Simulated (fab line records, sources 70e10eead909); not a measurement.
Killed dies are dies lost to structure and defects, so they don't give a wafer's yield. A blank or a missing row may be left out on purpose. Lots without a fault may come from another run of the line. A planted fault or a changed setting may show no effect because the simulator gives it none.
A struck lot beside a sound one | flow nand_harc | 14 steps out of a route of 1302
Sound: wafers L347.2, L347.3, L347.4. Struck: wafers L355.4, L355.5. The cause comes at the end.
At each step with rows: each side's tool, then ch and its chambers, then its first start. Under that, the readings that differ: sound wafers | struck wafers | difference of the means | sigmas: that difference in standard deviations of wafers without a fault.
alike: readings whose means differ by less than 2 such deviations, and words and numbers that are the same on both sides. not compared: withheld readings, readings that some wafer has no value for, bounds like >300 that may hide the same value, and numbers for which the record gives no deviation and whose values overlap.
The two part at a step that has a row with sigmas, a row that says differs or no value, or rows on one side only. Numbers that don't overlap but have no deviation are shown without sigmas and don't part them. A reading that every wafer of one side lacks parts them only if that side has two wafers or more.

NHARC_A_STAIRCASE_DEP_280: deposits SiON, target thk 30 nm.
  sound on pecvd-03 ch 0,1,2, day 18 12:08; struck on pecvd-02 ch 0,2, day 22 01:50
  alike: heater_power_outer_w, heater_power_w
then, 9 steps without rows for these wafers: NHARC_A_STAIRCASE_DEHYDRATE_281 (time 120 s); NHARC_A_STAIRCASE_HMDS_282 (time 30 s); NHARC_A_STAIRCASE_COAT_283; NHARC_A_STAIRCASE_SOFTBAKE_284 (time 170 s); NHARC_A_STAIRCASE_EBR_285; NHARC_A_STAIRCASE_EXPOSE_286 (exposes mask CHOP 100); NHARC_A_STAIRCASE_PEB_287 (peb time 130 s); NHARC_A_STAIRCASE_DEVELOP_288 (time 140 s); NHARC_A_STAIRCASE_HARDBAKE_290 (time 140 s).
NHARC_A_STAIRCASE_DESCUM_291: chemistry O2, time 3 s.
  sound on rie_diel-03 ch 1,2,3, day 18 13:06; struck on rie_diel-13 ch 1,3, day 22 02:44
  alike: drypump_motor_current_A, oes_product_au, rf_vpp_V, showerhead_plenum_p_Torr, throttle_valve_pct
  not compared: rf_hours_counter_h
NHARC_A_STAIRCASE_ETCH_292: etches the open film in CF4/CHF3.
  sound on rie_diel-03 ch 0,1,3, day 18 13:11; struck on rie_diel-13 ch 0,2, day 22 02:50
  reading               | sound             | struck      | difference | sigmas
  oes_product_au (a.u.) | 0.931 0.937 0.907 | 0.873 0.871 | -0.053     | -2
  alike: drypump_motor_current_A, rf_vpp_V, showerhead_plenum_p_Torr, throttle_valve_pct
  not compared: rf_hours_counter_h
NHARC_A_STAIRCASE_HM_OPEN_460: chemistry O2/COS.
  sound on rie_diel-03 ch 0,1,3; struck on rie_diel-13 ch 2,3
  alike: drypump_motor_current_A, oes_product_au, rf_vpp_V, showerhead_plenum_p_Torr, throttle_valve_pct
  not compared: rf_hours_counter_h
-- the record jumps here: 8 days lie between the struck wafers' starts before and after (it left off in module A_STAIRCASE and takes up again in module END, whose first step shown is number 1302 of the route) --
NHARC_END_SORT_01:
  sound on prober-02 ch 0, day 26 13:07; struck on prober-02 ch 0, day 30 07:32
  reading         | sound    | struck  | difference | sigmas
  killed_at_array | 44 42 44 | 575 502 | +495       | +28
  killed_dies     | 44 46 47 | 582 504 | +497       | +26
  alike: killed_at_other, killed_at_periphery, killed_open, killed_short

WHERE THEY PART
First at NHARC_A_STAIRCASE_ETCH_292; last, within this record, at NHARC_END_SORT_01.

WHY: what the simulator had put in
Process parameter drift: rie_diel-13, from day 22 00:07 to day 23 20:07, at NHARC_A_STAIRCASE_ETCH_292. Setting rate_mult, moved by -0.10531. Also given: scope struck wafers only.
